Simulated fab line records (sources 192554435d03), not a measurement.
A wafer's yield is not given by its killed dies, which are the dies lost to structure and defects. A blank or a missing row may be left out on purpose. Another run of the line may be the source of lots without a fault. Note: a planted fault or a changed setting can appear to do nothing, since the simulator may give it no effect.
Matching of chambers    flow n5Finfet    4 sister chambers for N5_BEOL_M7_DESCUM_33 on rieDiel-05
The step chemistry O2, time 7 s. 8 wafers are shown with their chamber, then 7 later ones without.

## WAFERS PAIRED WITH THEIR CHAMBERS
wafer   chamber  drypumpMotorCurrentA (A)  showerheadPlenumPTorr (Torr)
L076.1  3        5.99                      2.13
L077.4  0        5.51                      2.11
L077.5  0        5.52                      2.11
L078.1  3        5.97                      2.13
L078.2  2        5.32                      2.04
L078.4  1        5.77                      2.18
L085.3  1        5.77                      2.17
L085.4  2        5.33                      2.04

## WAFERS WHOSE CHAMBER IS MISSING
wafer   drypumpMotorCurrentA (A)  showerheadPlenumPTorr (Torr)
L085.5  5.96                      2.12
L088.1  5.33                      2.04
L088.3  5.77                      2.17
L088.4  5.97                      2.12
L090.1  5.52                      2.10
L090.2  5.96                      2.12
L090.4  5.75                      2.17

## EACH ONE'S CHAMBER
wafer   from the rows above  in truth
L085.5  3                    3
L088.1  2                    2
L088.3  1                    1
L088.4  3                    3
L090.1  0                    0
L090.2  3                    3
L090.4  1                    1
Correct placement for 7 of the 7. Can't be placed from these rows: 0. Placed wrongly: 0.
How it was worked out, from the rows above alone: a wafer's distance from a chamber is the root of the sum, over the readings, of the square of ((its reading less the chamber's mean) divided by the reading's scatter). The wafer belongs to the nearest chamber; if the next one is less than 2 further off, it can't be placed. The mean given for a chamber averages the wafers shown for that chamber. The scatter: the root of (the sum of the squares of (reading less its chamber's mean) over the shown wafers, divided by (wafers less chambers)).
